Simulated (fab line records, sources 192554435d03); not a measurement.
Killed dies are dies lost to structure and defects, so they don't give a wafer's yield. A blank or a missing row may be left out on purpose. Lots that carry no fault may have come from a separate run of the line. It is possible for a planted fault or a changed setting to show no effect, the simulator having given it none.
What tool caused it? :: flow n5Finfet :: 36 wafers sampled from 12 lots at 1 step of a route of 1938

== WHAT EACH GAUGE READ, for each wafer ==
N5_BEOL_M8_THK_MEAS_01.
lot: L077
measured: day 10 07:31
on: filmMetro-01
M8_ILD_THK (nm): 153.0 153.1 156.0

lot: L075
measured: day 10 08:17
on: filmMetro-01
M8_ILD_THK (nm): 156.1 156.6 158.3

lot: L078
measured: day 10 14:39
on: filmMetro-01
M8_ILD_THK (nm): 156.6 155.5 156.0

lot: L081
measured: day 11 16:39
on: filmMetro-02
M8_ILD_THK (nm): 152.1 154.5 157.5

lot: L084
measured: day 11 18:29
on: filmMetro-02
M8_ILD_THK (nm): 153.5 153.6 154.4

lot: L086
measured: day 12 22:43
on: filmMetro-01
M8_ILD_THK (nm): 153.9 158.5 157.0

lot: L085
measured: day 13 05:04
on: filmMetro-01
M8_ILD_THK (nm): 153.9 157.5 157.6

lot: L087
measured: day 13 06:34
on: filmMetro-01
M8_ILD_THK (nm): 153.1 155.9 155.3

lot: L089
measured: day 13 18:22
on: filmMetro-01
M8_ILD_THK (nm): 152.1 153.9 156.3

lot: L094
measured: day 14 19:17
on: filmMetro-02
M8_ILD_THK (nm): 154.7 154.6 154.5

lot: L093
measured: day 14 20:22
on: filmMetro-02
M8_ILD_THK (nm): 154.1 153.1 156.9

lot: L097
measured: day 16 05:07
on: filmMetro-02
M8_ILD_THK (nm): 155.8 159.6 154.8

== WHICH TOOL RAN EACH LOT (tool, then ch and the chambers of the sampled wafers, then the start) ==
There is no process step in the record ahead of these readings.

== THE ANSWER, worked out from the rows above alone ==
Rule: usual is defined by the lots themselves. Put in order of their means at a reading, lots are off if they are a third of the lots or fewer, leave a main group of 4 or more, and stand apart from it by a gap of 3 or more times the standard deviation of the main group's means; of several such gaps the widest counts. Not used: any main group whose means are identical at the precision the tables above print for the reading. Also off: a lot with no number at a reading for which 4 or more lots have one. The other lots that the step has rows for count as sound.
Across all readings shown, no lot is off: no conclusion can be drawn from this.

== WHAT THE SIMULATOR HAD INSERTED ==
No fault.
